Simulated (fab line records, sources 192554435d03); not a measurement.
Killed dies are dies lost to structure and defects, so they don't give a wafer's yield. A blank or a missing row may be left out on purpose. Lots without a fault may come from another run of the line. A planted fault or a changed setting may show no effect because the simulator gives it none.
fab line records | flow n5_finfet
record lots=4 wafers=12 last_day=16
route steps=1938 shown BEOL_M9@1413 PASSIVATION@1936
lots that met no fault: from a run of the same line without faults
start_h: hours from the record's first day to the start of the lot's first wafer shown | wait_h: hours since the lot's step before | " the same as in the row above | L1.1+2: a row that stands for several wafers | - no value, or no start given | * or withheld: withheld | < > ~ a bound
route shown NAME@n: a module of which the file shows steps, and the number in the route of the first | usual: mean/standard deviation of fault-free wafers | same: alike in all rows | chamber/n: place in a boat | sites: the reading at each site | _std_site: their standard deviation | _edge_site: outer sites' mean less inner sites' | radius_mm: how far each site lies from the wafer's centre | mask NAME#n: copy n | behind: the tool/chamber that last shaped the wafer | hold: why the lot was held/for how many hours/how that ended | device: the transistor (n, p or np) that didn't switch | end of line: the same wafers' tests at the end of the route | a step without rows: its recipe alone | killed: dies lost to structure and defects at the first sort, not the wafer's yield | map: a wafer's dies, x killed, . not, _ none there
set.NAME: the setting as run; set.NAME@STEP: as run at that earlier step | model.NAME: the simulator's own value behind a step, which no gauge read
lots at some steps of the route; a table a step, a row a wafer
services: from which hour (start_h, from the record's first day; less than 0 if before it) a tool's chamber was out of use, for how many hours, and why
## steps
# step N5_BEOL_M9_DEVELOP_10
# recipe develop_time_s=30 developer=TMAH resist=CAR-ArF rinse_liquid=diw dry=air_spin dev_temp_c=23
# step N5_BEOL_M9_DESCUM_16
# recipe chemistry=O2 time_s=7.9 source_power_w=50 bias_power_w=20 pressure_mtorr=20 rf_frequency_hz=2.712e+07 temp_c=40 resist=CAR-ArF o2_flow_sccm=225
# step N5_BEOL_M9_ETCH_61
# recipe chemistry=CF4 target=SiARC target_depth_a=390 mask_material=CAR-ArF time_s=65 ion_energy_ev=80 pressure_mtorr=40 source_w=545 bias_w=36 Ar_flow_sccm=100 cf4_flow_sccm=100 ends=cleared
# step N5_BEOL_M9_ETCH_62
# recipe chemistry=N2/H2 target=SOC target_depth_a=1100 overetch_a=220 mask_material=SiARC temp_c=40 time_s=165 ion_energy_ev=200 pressure_mtorr=30 source_w=840 bias_w=150 n2_flow_sccm=200 h2_flow_sccm=200
# step N5_BEOL_M9_STRIP_68
# recipe chemistry=N2/H2 temp_c=40 n2_flow_sccm=200 h2_flow_sccm=200 rf_frequency_hz=6e+07
# step N5_BEOL_M9_STRIP_67
# recipe chemistry=CF4 resist=SiARC power_w=300 bias_power_w=75 pressure_mtorr=50 cf4_flow_sccm=150 rf_frequency_hz=6e+07
# step N5_BEOL_M9_HM_OPEN_17
# recipe chemistry=Cl2/BCl3 target_depth_a=200 overetch_a=60 target=TiN mask_material=SOC ion_energy_ev=150 pressure_mtorr=10 icp_w=1000 bias_w=126 Cl2_flow_sccm=53.25 bcl3_flow_sccm=21.75 Ar_flow_sccm=25
# step N5_BEOL_M9_STRIP_19
# recipe chemistry=O2 power_w=400 temp_c=40 pressure_mtorr=30 rf_frequency_hz=6e+07 bias_power_w=0 overash_fraction=0.2 o2_flow_sccm=225
# step N5_BEOL_M9_COAT_63
# recipe resist=SOC temp_c=250 time_s=60 spin_rpm=1500 resist_thk_nm=60
# usual spin_speed_rpm=1499.7/0.91
# columns lot.wafer tool chamber start_h wait_h spin_speed_rpm model.SOC_of_BEOL_M9_COAT_63.thk_nm
L759.2 litho_track-01 0 215.13 3.0 1499.5 60
L759.3 " 0 " " 1499.3 60
L759.5 " 0 " " 1498.2 59.8
L764.1 litho_track-01 0 249.47 0.0 1307.3 64.2
L764.2 " 0 " " 1307.2 64.2
L764.3 " 0 " " 1308.0 64.2
L763.2 litho_track-01 0 250.87 0.0 1307.1 64.2
L763.4 " 0 " " 1306.5 64
L763.5 " 0 " " 1307.5 64.2
L776.1 litho_track-05 0 336.25 2.0 1499.1 60.2
L776.3 " 0 " " 1500.7 60
L776.6 " 0 " " 1498.0 59.8
# step N5_BEOL_M9_COAT_64
# recipe resist=SiARC temp_c=220 time_s=60 spin_rpm=1500 resist_thk_nm=12
# step N5_BEOL_M9_COAT_75
# recipe resist=underlayer temp_c=205 time_s=60 spin_rpm=1500 resist_thk_nm=5
# step N5_BEOL_M9_COAT_22
# recipe resist=CAR-EUV spin_rpm=1500 resist_thk_nm=30
# step N5_BEOL_M9_EBR_24
# recipe solvent=PGMEA ebr_width_mm=1.5
# step N5_BEOL_M9_SOFTBAKE_23
# recipe temp_c=110 time_s=60 resist=CAR-EUV
# step N5_BEOL_M9_EXPOSE_25
# recipe mask_id=V8 na=0.33 source_shape=annular sigma_inner=0.4 sigma_outer=0.8 polarization=unpolarized dose_mj=37.25
# step N5_BEOL_M9_PEB_26
# recipe peb_temp_c=100 peb_time_s=60 resist=CAR-EUV
# step N5_BEOL_M9_DEVELOP_27
# recipe develop_time_s=30 developer=TMAH resist=CAR-EUV rinse_liquid=surfactant_rinse dry=air_spin dev_temp_c=23
# step N5_BEOL_M9_DESCUM_33
# recipe chemistry=O2 time_s=7 source_power_w=50 bias_power_w=20 pressure_mtorr=20 rf_frequency_hz=2.712e+07 temp_c=40 resist=CAR-EUV o2_flow_sccm=225
# step N5_BEOL_M9_ETCH_76
# recipe chemistry=N2/H2 target=underlayer target_depth_a=65 mask_material=CAR-EUV time_s=5.2 ion_energy_ev=200 pressure_mtorr=30 source_w=840 bias_w=150 n2_flow_sccm=200 h2_flow_sccm=200 ends=cleared
# step N5_BEOL_M9_ETCH_65
# recipe chemistry=CF4 target=SiARC target_depth_a=156 mask_material=CAR-EUV time_s=26 ion_energy_ev=80 pressure_mtorr=40 source_w=545 bias_w=36 Ar_flow_sccm=100 cf4_flow_sccm=100 ends=cleared
# step N5_BEOL_M9_ETCH_66
# recipe chemistry=N2/H2 target=SOC target_depth_a=800 overetch_a=160 mask_material=SiARC temp_c=40 time_s=120 ion_energy_ev=200 pressure_mtorr=30 source_w=840 bias_w=150 n2_flow_sccm=200 h2_flow_sccm=200
# usual drypump_motor_current_A=5.5/0.46 oes_product_au=0.61/0.057 rf_vpp_V=523.6/2.3 showerhead_plenum_p_Torr=2.53/0.074 throttle_valve_pct=17.87/0.29
# columns lot.wafer tool chamber start_h wait_h drypump_motor_current_A oes_product_au rf_hours_counter_h rf_vpp_V showerhead_plenum_p_Torr throttle_valve_pct model.etch.depth_nm
L759.2 rie_diel-06 3 215.60 0.0 4.8 0.66 46 521.3 2.50 17.62 59.92
L759.3 " 2 " " 5.6 0.59 135 520.8 2.45 18.13 59.98
L759.5 " 1 " " 6.3 0.66 - 527.8 2.69 17.57 59.85
L764.1 rie_diel-05 0 249.98 0.0 5.2 0.60 143 521.9 2.45 18.14 64.18
L764.2 " 1 " " 5.8 0.63 113 525.7 2.55 17.70 64.23
L764.3 " 3 " " 5.7 0.53 237 524.8 2.61 17.92 64.21
L763.2 rie_diel-06 3 251.34 0.0 4.8 0.67 56 522.6 2.49 17.65 64.18
L763.4 " 0 " " 5.0 0.54 246 523.6 2.52 18.48 64.09
L763.5 " 1 " " 6.3 0.68 - 527.4 2.68 17.60 64.18
L776.1 rie_diel-06 2 337.03 0.0 5.6 0.56 174 521.8 2.43 18.19 60.12
L776.3 " 3 " " 4.8 0.63 84 521.9 2.48 17.69 60.01
L776.6 " 3 " " 4.8 0.62 - 521.6 2.48 17.68 59.83
# step N5_BEOL_M9_STRIP_69
# recipe chemistry=N2/H2 temp_c=40 n2_flow_sccm=200 h2_flow_sccm=200 rf_frequency_hz=6e+07
# step N5_BEOL_M9_STRIP_77
# recipe chemistry=N2/H2 temp_c=40 n2_flow_sccm=200 h2_flow_sccm=200 rf_frequency_hz=6e+07
# step N5_BEOL_M9_VIA_ETCH_34
# recipe chemistry=C4F6/O2 target=SiCOH_lowk target_depth_a=1824 mask_material=SOC taper_deg=4 time_s=68.4 ion_energy_ev=250 pressure_mtorr=30 source_w=345 bias_w=185 Ar_flow_sccm=300 C4F6_flow_sccm=10 O2_flow_sccm=10
# usual drypump_motor_current_A=5.5/0.46 oes_product_au=0.79/0.076 rf_vpp_V=665/19 showerhead_plenum_p_Torr=2.83/0.085 throttle_valve_pct=20.94/0.26
# columns lot.wafer tool chamber start_h wait_h drypump_motor_current_A oes_product_au rf_hours_counter_h rf_vpp_V showerhead_plenum_p_Torr throttle_valve_pct model.SOC_of_BEOL_M9_COAT_63.thk_nm
L759.2 rie_diel-06 3 215.70 0.0 4.8 0.84 46 641 2.77 20.55 51.4
L759.3 " 2 " " 5.6 0.75 135 680 2.76 21.28 51.2
L759.5 " 1 " " 6.3 0.84 - 679 2.99 20.66 51.2
L764.1 rie_diel-05 0 250.08 0.0 5.2 0.74 143 677 2.73 21.11 55.4
L764.2 " 1 " " 5.8 0.80 113 638 2.83 20.82 55
L764.3 " 3 " " 5.7 0.67 237 691 2.96 21.24 55.6
L763.2 rie_diel-06 3 251.44 0.0 4.8 0.83 56 642 2.77 20.54 55.8
L763.4 " 0 " " 5.0 0.67 246 667 2.80 21.25 55.2
L763.5 " 1 " " 6.3 0.84 - 680 2.99 20.68 55.4
L776.1 rie_diel-06 2 337.13 0.0 5.6 0.72 174 682 2.74 21.33 51.4
L776.3 " 3 " " 4.8 0.80 84 641 2.76 20.59 51.4
L776.6 " 3 " " 4.8 0.80 - 641 2.76 20.59 51.2
# step N5_BEOL_M9_STRIP_73
# recipe chemistry=C4F6/O2 resist=SiARC rf_frequency_hz=6e+07
# step N5_PASSIVATION_PROBE_49
# usual defect_limited_yield=91.5/1.5 killed_at_M0_to_M3=33/9.9 killed_at_M4_up=14/5.2 killed_at_contacts=11/5.2 killed_at_front_end=38/10 killed_at_other=4/3.5 killed_dies=100/18 killed_open=66/14 killed_short=32/6.9 sort_bin_5_function=5.0/1 sort_bin_6_memory=3.1/0.69 sort_n_pass=1080/18 sort_yield_pct=91.5/1.5
# same gross_dies=1180 killed_at_back_side=0 sort_bin_4_leakage[%]=0 sort_bin_8_speed[%]=0
# columns lot.wafer tool chamber start_h wait_h defect_limited_yield[%] killed_at_M0_to_M3 killed_at_M4_up killed_at_contacts killed_at_front_end killed_at_other killed_dies killed_open killed_short sort_bin_5_function[%] sort_bin_6_memory[%] sort_n_pass sort_yield_pct[%]
L759.2 prober-01 - 276.77 0.1 90.7 32 20 10 44 4 110 75 34 6.1 3.0 1070 90.7
L759.3 prober-01 - 276.82 0.1 92.5 30 11 10 32 6 89 62 26 4.7 2.4 1091 92.5
L759.5 prober-01 - 276.92 0.2 91.1 34 11 12 38 10 105 66 39 5.4 3.1 1075 91.1
L764.1 prober-02 - 324.23 0.0 89.9 44 17 16 35 7 119 81 38 6.4 3.3 1061 89.9
L764.2 prober-02 - 324.28 0.1 90.9 32 17 8 36 14 107 57 39 5.1 3.4 1073 90.9
L764.3 prober-02 - 324.33 0.1 92.9 24 14 9 25 12 84 52 28 4.4 2.5 1096 92.9
L763.2 prober-02 - 333.66 0.2 91.0 47 15 13 30 1 106 72 34 5.7 3.1 1074 91.0
L763.4 prober-02 - 333.76 0.3 91.9 36 7 7 40 6 96 59 37 5.0 2.9 1084 91.9
L763.5 prober-02 - 333.81 0.3 92.3 28 17 7 34 5 91 56 35 4.6 2.6 1089 92.3
L776.1 prober-01 - 392.10 0.0 90.9 29 14 13 50 1 107 71 32 5.5 3.1 1073 90.9
L776.3 prober-01 - 392.20 0.1 90.8 33 6 16 53 0 108 66 40 5.6 3.2 1072 90.8
L776.6 prober-01 - 392.35 0.3 91.0 43 8 6 47 2 106 65 39 5.3 3.2 1074 91.0
# killed by level:class
L759.2 FIN_SAQP:geometric_particle:open=19 FIN_SAQP:geometric_particle:short=14 BEOL_M2:geometric_particle:open=14 BEOL_M4:geometric_particle:open=11 MOL_CONTACT_COAG:geometric_particle:open=10 BEOL_M3:geometric_particle:open=4 STI_FIN_REVEAL:geometric_particle:open=3 BEOL_M0_SAQP:geometric_particle:short=3
L759.3 BEOL_M3:geometric_particle:open=13 FIN_SAQP:geometric_particle:open=10 BEOL_M1:geometric_particle:open=8 MOL_CONTACT_COAG:geometric_particle:open=7 FIN_SAQP:geometric_particle:short=5 STI_FIN_REVEAL:geometric_particle:open=5 STARTING-WAFER:geometric_particle:short=4 GATE_CUT:geometric_particle:short=3
L759.5 FIN_SAQP:geometric_particle:open=12 BEOL_M0_SAQP:geometric_particle:short=11 MOL_CONTACT_COAG:geometric_particle:open=9 BEOL_M2:geometric_particle:open=7 BEOL_M1:geometric_particle:open=6 FIN_SAQP:geometric_particle:short=5 STI_FIN_REVEAL:geometric_particle:open=5 BEOL_M0_SAQP:geometric_particle:open=5
L764.1 BEOL_M3:geometric_particle:open=16 MOL_CONTACT_COAG:geometric_particle:open=13 STI_FIN_REVEAL:geometric_particle:open=8 FIN_SAQP:geometric_particle:short=6 BEOL_M1:geometric_particle:open=6 BEOL_M0_SAQP:geometric_particle:short=5 BEOL_M3:geometric_particle:short=5 DUMMY_GATE:geometric_particle:short=4
L764.2 BEOL_M3:geometric_particle:open=13 PASSIVATION:area_etch=10 MOL_CONTACT_COAG:geometric_particle:open=7 ILD0:geometric_particle:short=7 STI_FIN_REVEAL:geometric_particle:open=5 DUMMY_GATE:geometric_particle:open=5 BEOL_M0_SAQP:geometric_particle:short=5 BEOL_M4:geometric_particle:open=5
L764.3 BEOL_M3:geometric_particle:open=11 MOL_CONTACT_COAG:geometric_particle:open=7 FIN_SAQP:geometric_particle:open=5 BEOL_M0_SAQP:geometric_particle:open=5 PASS1_CAP:geometric_particle:short=5 BEOL_M0_SAQP:geometric_particle:short=4 BEOL_M5:geometric_particle:open=4 FIN_SAQP:geometric_particle:short=3
L763.2 BEOL_M2:geometric_particle:open=14 BEOL_M0_SAQP:geometric_particle:short=12 MOL_CONTACT_COAG:geometric_particle:open=11 STI_FIN_REVEAL:geometric_particle:open=10 BEOL_M0_SAQP:geometric_particle:open=9 BEOL_M4:geometric_particle:open=6 FIN_SAQP:geometric_particle:short=5 FIN_SAQP:geometric_particle:open=5
L763.4 BEOL_M0_SAQP:geometric_particle:open=13 BEOL_M0_SAQP:geometric_particle:short=11 FIN_SAQP:geometric_particle:open=8 FIN_SAQP:geometric_particle:short=7 MOL_CONTACT_COAG:geometric_particle:open=6 STARTING-WAFER:geometric_particle:open=6 STI_FIN_REVEAL:geometric_particle:open=4 BEOL_M2:geometric_particle:open=4
L763.5 BEOL_M0_SAQP:geometric_particle:short=11 STI_FIN_REVEAL:geometric_particle:open=9 BEOL_M0_SAQP:geometric_particle:open=9 BEOL_M4:geometric_particle:open=7 MOL_CONTACT_COAG:geometric_particle:open=5 BEOL_M4:geometric_particle:short=5 STARTING-WAFER:geometric_particle:short=5 FIN_SAQP:geometric_particle:open=4
L776.1 BEOL_M3:geometric_particle:open=13 MOL_CONTACT_COAG:geometric_particle:open=11 FIN_SAQP:geometric_particle:open=10 STI_FIN_REVEAL:geometric_particle:open=10 FIN_SAQP:geometric_particle:short=9 DUMMY_GATE:geometric_particle:open=5 GATE_CUT:geometric_particle:short=4 BEOL_M0_SAQP:geometric_particle:open=4
L776.3 FIN_SAQP:geometric_particle:open=15 FIN_SAQP:geometric_particle:short=14 STI_FIN_REVEAL:geometric_particle:open=12 MOL_CONTACT_COAG:geometric_particle:open=12 BEOL_M0_SAQP:geometric_particle:short=8 BEOL_M1:geometric_particle:open=8 BEOL_M3:geometric_particle:open=7 BEOL_M3:geometric_particle:short=5
L776.6 FIN_SAQP:geometric_particle:open=16 FIN_SAQP:geometric_particle:short=15 BEOL_M3:geometric_particle:open=13 BEOL_M0_SAQP:geometric_particle:short=9 BEOL_M1:geometric_particle:open=8 BEOL_M0_SAQP:geometric_particle:open=7 STI_FIN_REVEAL:geometric_particle:open=5 STARTING-WAFER:geometric_particle:short=4
## services
# columns tool chamber start_h hours kind
rie_diel-05 - 199.23 2.8 pm
rie_diel-06 0 261.52 - clean
rie_diel-06 0 261.52 - consumable_replace:focus_ring
rie_diel-06 0 261.52 27.6 scheduled_down
rie_diel-06 0 261.52 27.6 vent_cycle
rie_diel-05 2 268.41 8.9 repair
rie_diel-05 3 295.09 - clean
rie_diel-05 3 295.09 - consumable_replace:focus_ring
rie_diel-05 3 295.09 17.3 scheduled_down
rie_diel-05 3 295.09 17.3 vent_cycle
rie_diel-06 3 296.55 2.8 repair
rie_diel-05 1 307.24 4.8 repair
litho_track-01 - 331.80 - consumable_replace:filter
## key
first_sign step=N5_BEOL_M9_COAT_63 reading=spin_speed_rpm direction=down sigmas=99+ usual=* struck=*
effect none on later readings
model_effect step=N5_BEOL_M9_COAT_63 value=SOC_of_BEOL_M9_COAT_63.thk_nm without=59.97 struck=64.17
model_effect step=N5_BEOL_M9_ETCH_66 value=etch.depth_nm without=59.92 struck=64.18
model_effect step=N5_BEOL_M9_VIA_ETCH_34 value=SOC_of_BEOL_M9_COAT_63.thk_nm without=51.13 struck=55.4
met_at N5_BEOL_M9_COAT_63
struck_wafers L763.2,L763.4,L763.5,L764.1,L764.2,L764.3
baseline_loss step=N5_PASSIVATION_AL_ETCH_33 wafers=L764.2
onset_between 215.13 249.47
fault kind=process_parameter_drift tool=litho_track-01 chamber=- onset_h=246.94 steps=N5_BEOL_M9_COAT_63 channel=spin_rpm offset=* shape=step end_h=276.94 acts_in=* stated=*
# baseline_loss: these wafers lose ten dies or more at that step, a loss of the line's own and not of a fault; the sort's usual values leave them out
